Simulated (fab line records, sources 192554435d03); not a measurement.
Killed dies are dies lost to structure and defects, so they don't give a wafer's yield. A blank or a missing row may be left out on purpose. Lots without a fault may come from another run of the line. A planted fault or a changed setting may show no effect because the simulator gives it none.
fab line records | flow n5_finfet
record lots=9 wafers=26 last_day=18
route steps=1938 shown BEOL_M3@953 BEOL_M4@1111
lots that met no fault: from a run of the same line without faults
start_h: hours from the record's first day to the start of the lot's first wafer shown | wait_h: hours since the lot's step before | " the same as in the row above | L1.1+2: a row that stands for several wafers | - no value, or no start given | * or withheld: withheld | < > ~ a bound
route shown NAME@n: a module of which the file shows steps, and the number in the route of the first | usual: mean/standard deviation of fault-free wafers | same: alike in all rows | chamber/n: place in a boat | sites: the reading at each site | _std_site: their standard deviation | _edge_site: outer sites' mean less inner sites' | radius_mm: how far each site lies from the wafer's centre | mask NAME#n: copy n | behind: the tool/chamber that last shaped the wafer | hold: why the lot was held/for how many hours/how that ended | device: the transistor (n, p or np) that didn't switch | end of line: the same wafers' tests at the end of the route | a step without rows: its recipe alone | killed: dies lost to structure and defects at the first sort, not the wafer's yield | map: a wafer's dies, x killed, . not, _ none there
set.NAME: the setting as run; set.NAME@STEP: as run at that earlier step | model.NAME: the simulator's own value behind a step, which no gauge read
steps of the route over a sample of lots; a table a step, a row a wafer
services: from which hour (start_h, from the record's first day; less than 0 if before it) a tool's chamber was out of use, for how many hours, and why
## steps
# step N5_BEOL_M3_STRIP_66
# recipe chemistry=CF4 resist=SiARC power_w=300 bias_power_w=75 pressure_mtorr=50 cf4_flow_sccm=150 rf_frequency_hz=6e+07
# usual drypump_motor_current_A=5.9/0.69 oes_product_au=0.77/0.057 rf_vpp_V=270.8/1.3 showerhead_plenum_p_Torr=1.78/0.043 throttle_valve_pct=13.51/0.21
# columns lot.wafer tool chamber start_h wait_h drypump_motor_current_A oes_product_au rf_hours_counter_h rf_vpp_V showerhead_plenum_p_Torr throttle_valve_pct
L949.1 rie_diel-03 1 145.75 0.0 5.3 0.85 35 271.5 1.82 13.07
L949.4 " 0 " " 6.4 0.81 81 272.3 1.81 13.36
L949.6 " 0 " " 6.4 0.81 - 272.0 1.81 13.35
L957.1 rie_diel-04 0 206.20 0.0 5.4 0.71 196 271.4 1.84 13.55
L957.2 " 2 " " 6.5 0.87 23 270.1 1.75 13.16
L957.6 " 2 " " 6.5 0.87 - 270.9 1.75 13.15
L959.3 rie_diel-01 1 209.75 0.0 4.9 0.71 205 270.0 1.71 13.71
L959.6 " 1 " " 4.9 0.69 - 269.9 1.71 13.67
L965.1 rie_diel-04 2 266.18 0.0 6.5 0.84 41 269.9 1.74 13.19
L965.3 " 3 " " 6.8 0.80 86 270.6 1.76 13.54
L965.5 " 2 " " 6.5 0.84 - 270.4 1.74 13.20
L969.1 rie_diel-01 2 274.32 0.0 5.2 0.70 190 270.1 1.79 13.45
L969.4 " 1 " " 4.9 0.69 224 267.6 1.70 13.74
L969.6 " 2 " " 5.2 0.70 - 271.7 1.79 13.44
L971.2 rie_diel-03 1 280.52 0.0 5.3 0.80 72 271.9 1.81 13.16
L971.4 " 0 " " 6.4 0.78 116 272.1 1.80 13.42
L971.6 " 0 " " 6.4 0.78 - 271.6 1.80 13.46
L967.3 rie_diel-04 2 285.11 0.0 6.4 0.83 46 269.5 1.74 13.20
L967.5 " 3 " " 6.8 0.79 - 271.0 1.76 13.54
L967.6 " 2 " " 6.4 0.83 - 270.3 1.74 13.20
L970.1 rie_diel-03 0 288.19 0.0 6.4 0.77 118 270.9 1.80 13.45
L970.3 " 2 " " 6.6 0.73 203 268.0 1.71 13.77
L970.4 " 3 " " 6.4 0.70 229 271.4 1.77 13.76
L972.1 rie_diel-03 2 300.23 0.0 6.6 0.72 207 270.0 1.71 13.78
L972.5 " 0 " " 6.4 0.77 - 272.5 1.80 13.46
L972.6 " 2 " " 6.6 0.73 - 269.2 1.71 13.78
# step N5_BEOL_M3_CD_MEAS_18
# recipe pitch_nm=36 target_cd_nm=18
# usual cd_nm=17.9/0.36
# columns lot.wafer tool chamber start_h wait_h cd_nm
L949.1 cd_sem-03 - 146.17 0.0 18.1
L949.4 " - " " 18.2
L949.6 " - " " 18.5
L957.1 cd_sem-02 - 206.54 0.1 17.9
L957.2 " - " " 17.9
L957.6 " - " " 18.0
L959.3 cd_sem-03 - 209.98 0.1 18.2
L959.6 " - " " 17.9
L965.1 cd_sem-03 - 266.47 0.0 17.6
L965.3 " - " " 18.2
L965.5 " - " " 17.4
L969.1 cd_sem-03 - 274.54 0.0 18.1
L969.4 " - " " 16.9
L969.6 " - " " 17.4
L971.2 cd_sem-01 - 280.75 0.1 18.0
L971.4 " - " " 18.0
L971.6 " - " " 18.0
L967.3 cd_sem-01 - 285.33 0.1 17.7
L967.5 " - " " 18.1
L967.6 " - " " 18.3
L970.1 cd_sem-01 - 288.50 0.0 18.6
L970.3 " - " " 18.4
L970.4 " - " " 18.3
L972.1 cd_sem-03 - 300.45 0.0 18.2
L972.5 " - " " 17.8
L972.6 " - " " 17.8
# step N5_BEOL_M3_ETCH_70
# recipe chemistry=N2/H2 target=SOC target_depth_a=800 overetch_a=160 mask_material=SiARC temp_c=40 time_s=120 ion_energy_ev=200 pressure_mtorr=30 source_w=840 bias_w=150 n2_flow_sccm=200 h2_flow_sccm=200
# usual drypump_motor_current_A=5.9/0.67 oes_product_au=0.59/0.043 rf_vpp_V=523.0/2 run_length_s=143.5/0.41 showerhead_plenum_p_Torr=2.51/0.07 throttle_valve_pct=17.72/0.23
# columns lot.wafer tool chamber start_h wait_h drypump_motor_current_A oes_product_au rf_hours_counter_h rf_vpp_V run_length_s showerhead_plenum_p_Torr throttle_valve_pct
L949.1 rie_diel-03 0 149.55 0.0 6.4 0.63 81 524.6 143.8 2.57 17.65
L949.4 " 3 " " 6.4 0.56 196 522.9 143.5 2.53 17.95
L949.6 " 2 " " 6.6 0.58 - 520.4 143.5 2.42 17.86
L957.1 rie_diel-03 3 208.41 0.0 6.5 0.53 211 523.2 153.1 2.52 17.96
L957.2 " 2 " " 6.6 0.58 181 521.6 143.7 2.42 17.89
L957.6 " 0 " " 6.4 0.60 - 525.4 153.6 2.56 17.67
L959.3 rie_diel-03 1 219.63 0.0 5.3 0.64 54 523.3 144.4 2.58 17.23
L959.6 " 2 " " 6.7 0.55 - 520.3 152.9 2.42 17.90
L965.1 rie_diel-01 2 270.02 0.0 5.2 0.54 189 522.5 143.0 2.53 17.60
L965.3 " 1 " " 4.9 0.53 223 519.7 142.9 2.40 17.93
L965.5 " 0 " " 5.6 0.59 - 523.5 143.6 2.55 17.82
L969.1 rie_diel-01 3 279.24 0.0 6.5 0.64 65 521.3 143.1 2.48 17.75
L969.4 " 0 " " 5.6 0.59 148 523.0 143.4 2.55 17.81
L969.6 " 3 " " 6.4 0.64 - 522.5 143.1 2.48 17.75
L971.2 rie_diel-04 1 283.56 0.0 4.7 0.54 188 524.8 143.1 2.65 17.86
L971.4 " 3 " " 6.8 0.62 91 521.1 143.5 2.46 17.78
L971.6 " 3 " " 6.7 0.61 - 520.4 143.5 2.46 17.78
L967.3 rie_diel-03 2 286.82 0.0 6.6 0.57 203 521.5 143.4 2.41 17.96
L967.5 " 0 " " 6.4 0.60 - 524.4 144.1 2.55 17.72
L967.6 " 3 " " 6.5 0.54 - 522.3 143.8 2.52 18.00
L970.1 rie_diel-01 3 294.95 0.0 6.4 0.63 69 521.5 143.2 2.48 17.78
L970.3 " 0 " " 5.6 0.59 151 525.2 143.7 2.55 17.83
L970.4 " 2 " " 5.2 0.54 195 523.9 143.4 2.52 17.62
L972.1 rie_diel-03 2 307.44 0.0 6.6 0.56 210 519.8 143.6 2.41 17.95
L972.5 " 0 " " 6.4 0.60 - 524.1 143.9 2.55 17.73
L972.6 " 1 " " 5.3 0.62 - 524.4 143.9 2.57 17.29
# step N5_BEOL_M3_ETCH_41
# recipe chemistry=CH3F/O2 target=SiCN target_depth_a=299 taper_deg=2 time_s=52.5 ion_energy_ev=120 mask_material=TiN pressure_mtorr=30 source_w=395 bias_w=75 Ar_flow_sccm=150 CH3F_flow_sccm=30 O2_flow_sccm=20
# usual drypump_motor_current_A=5.9/0.67 oes_product_au=0.77/0.057 rf_vpp_V=296.8/1.4 run_length_s=76.0/0.44 showerhead_plenum_p_Torr=1.97/0.051 throttle_valve_pct=16.23/0.2
# columns lot.wafer tool chamber start_h wait_h drypump_motor_current_A oes_product_au rf_hours_counter_h rf_vpp_V run_length_s showerhead_plenum_p_Torr throttle_valve_pct
L949.1 rie_diel-03 0 - - 6.4 0.80 81 298.3 77.0 2.01 16.05
L949.4 " 3 " " 6.4 0.73 196 297.1 75.9 1.97 16.28
L949.6 " 2 " " 6.6 0.76 - 295.5 75.8 1.91 16.37
L957.1 rie_diel-03 3 - - 6.4 0.72 211 295.7 75.9 1.96 16.33
L957.2 " 2 " " 6.6 0.74 181 295.7 75.9 1.91 16.41
L957.6 " 0 " " 6.4 0.79 - 297.9 76.4 2.00 16.05
L959.3 rie_diel-03 1 - - 5.3 0.83 54 298.1 76.1 2.03 15.84
L959.6 " 2 " " 6.6 0.74 - 296.3 75.7 1.91 16.42
L965.1 rie_diel-01 2 - - 5.2 0.70 189 297.0 75.7 1.99 16.13
L965.3 " 1 " " 4.9 0.68 223 295.4 75.4 1.90 16.45
L965.5 " 0 " " 5.6 0.78 - 297.1 76.0 2.02 16.48
L969.1 rie_diel-01 3 - - 6.4 0.83 65 295.1 75.9 1.95 16.26
L969.4 " 0 " " 5.6 0.78 148 297.5 76.1 2.01 16.48
L969.6 " 3 " " 6.4 0.82 - 296.7 75.6 1.95 16.24
L971.2 rie_diel-04 1 - - 4.7 0.71 188 299.9 75.7 2.07 16.24
L971.4 " 3 " " 6.7 0.81 92 295.6 75.9 1.93 16.19
L971.6 " 3 " " 6.7 0.81 - 296.3 75.6 1.93 16.19
L967.3 rie_diel-03 2 - - 6.6 0.73 203 294.9 75.8 1.90 16.44
L967.5 " 0 " " 6.4 0.77 - 297.6 76.3 1.99 16.09
L967.6 " 3 " " 6.4 0.71 - 296.4 75.6 1.96 16.37
L970.1 rie_diel-01 3 - - 6.4 0.82 69 295.9 75.5 1.95 16.26
L970.3 " 0 " " 5.6 0.78 151 298.2 76.1 2.01 16.50
L970.4 " 2 " " 5.2 0.70 195 296.4 75.8 1.99 16.14
L972.1 rie_diel-03 2 - - 6.6 0.72 210 294.5 75.8 1.90 16.46
L972.5 " 0 " " 6.4 0.77 - 297.4 76.4 1.99 16.13
L972.6 " 1 " " 5.3 0.80 - 299.1 76.5 2.02 15.89
# step N5_BEOL_M4_RC_MEAS_101
# usual DIBL_N=36.3/2 DIBL_P=36.3/2.4 IOFF_N=0.16/0.034 IOFF_P=0.21/0.035 ION_N=672/12 ION_P=459/6.5 SS_N=71.6/0.67 SS_P=73.3/0.71 VT_N=250/3.5 VT_P=-251/3
# columns lot.wafer tool chamber start_h wait_h DIBL_N[mV/V] DIBL_P[mV/V] IOFF_N[nA/um] IOFF_P[nA/um] ION_N[uA/um] ION_P[uA/um] SS_N[mV/dec] SS_P[mV/dec] VT_N[mV] VT_P[mV]
L949.1 prober-02 0 168.43 0.0 35.2 33.4 0.12 0.18 658 453 71.4 72.0 252 -254
L949.4 " 0 " " 37.8 36.8 0.17 0.23 676 464 71.9 73.4 248 -248
L949.6 " 0 " " 35.8 34.4 0.14 0.19 672 459 71.5 72.6 252 -250
L957.1 prober-02 0 253.69 0.0 36.3 35.8 0.16 0.24 670 465 72.2 72.4 252 -246
L957.2 " 0 " " 34.7 33.7 0.13 0.20 658 463 71.6 72.2 251 -250
L957.6 " 0 " " 33.9 32.3 0.11 0.17 627 450 72.0 72.4 259 -250
L959.3 prober-02 0 261.43 0.3 38.4 39.9 0.19 0.26 689 467 71.9 74.1 247 -250
L959.6 " 0 " " 35.5 36.4 0.14 0.20 669 459 70.8 73.8 251 -249
L969.1 prober-02 0 296.20 0.0 36.1 35.6 0.18 0.19 695 465 71.7 73.0 246 -253
L969.4 " 0 " " 35.3 35.6 0.17 0.19 681 459 71.2 72.9 247 -252
L969.6 " 0 " " 33.6 32.8 0.13 0.15 672 451 71.2 72.8 252 -256
L965.1 prober-02 0 302.96 0.0 36.1 37.3 0.15 0.22 661 462 71.3 73.1 249 -248
L965.3 " 0 " " 36.9 37.7 0.16 0.22 669 469 70.7 72.8 249 -245
L965.5 " 0 " " 36.7 38.0 0.16 0.22 684 474 72.0 73.5 249 -248
L971.2 prober-02 0 313.77 0.2 36.8 36.2 0.16 0.20 676 458 71.6 74.0 251 -249
L971.4 " 0 " " 33.8 32.4 0.12 0.15 666 460 70.9 72.0 255 -256
L971.6 " 0 " " 34.3 33.0 0.13 0.16 672 459 70.7 72.4 253 -252
L970.1 prober-01 0 317.86 0.0 37.9 38.8 0.20 0.25 699 473 72.3 74.4 245 -248
L970.3 " 0 " " 37.1 37.0 0.18 0.22 679 463 71.9 73.8 246 -249
L970.4 " 0 " " 40.2 40.1 0.24 0.28 693 469 72.8 74.6 243 -250
L967.3 prober-02 0 319.02 0.3 37.0 38.8 0.20 0.25 682 462 71.8 74.3 247 -248
L967.5 " 0 " " 34.8 34.8 0.15 0.19 666 454 71.2 74.1 249 -252
L967.6 " 0 " " 38.7 38.5 0.24 0.24 676 458 72.4 74.0 244 -249
L972.1 prober-01 0 326.38 0.0 36.8 37.1 0.19 0.22 680 459 71.8 73.0 248 -249
L972.5 " 0 " " 37.2 37.9 0.20 0.24 679 459 72.0 73.4 246 -248
L972.6 " 0 " " 36.1 36.1 0.18 0.21 684 462 72.0 72.6 245 -251
## services
# columns tool chamber start_h hours kind
rie_diel-01 1 136.98 6.2 repair
rie_diel-04 3 157.82 7.7 repair
rie_diel-01 3 159.74 5.1 repair
rie_diel-04 0 164.51 10.8 repair
rie_diel-01 0 192.03 15.2 repair
rie_diel-01 3 199.51 13.7 repair
rie_diel-01 1 203.97 4.9 repair
rie_diel-01 3 233.71 4.6 repair
rie_diel-03 - 247.81 0.9 repair
rie_diel-03 1 292.57 11.4 repair
rie_diel-04 - 307.34 1.1 repair
## key
first_sign step=N5_BEOL_M3_ETCH_70 reading=run_length_s direction=up sigmas=23 usual=* struck=*
effect none on later readings
met_at N5_BEOL_M3_ETCH_70
struck_lots L957,L959
struck_wafers L957.1,L957.6,L959.6
not_acting_at N5_BEOL_M3_STRIP_66,N5_BEOL_M3_CD_MEAS_18,N5_BEOL_M3_ETCH_41
onset_between 149.55 208.41
fault kind=process_parameter_drift tool=rie_diel-03 chamber=- onset_h=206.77 steps=N5_BEOL_M3_ETCH_70 channel=time_s offset=* shape=step end_h=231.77 scope=struck_wafers_only acts_in=* stated=*
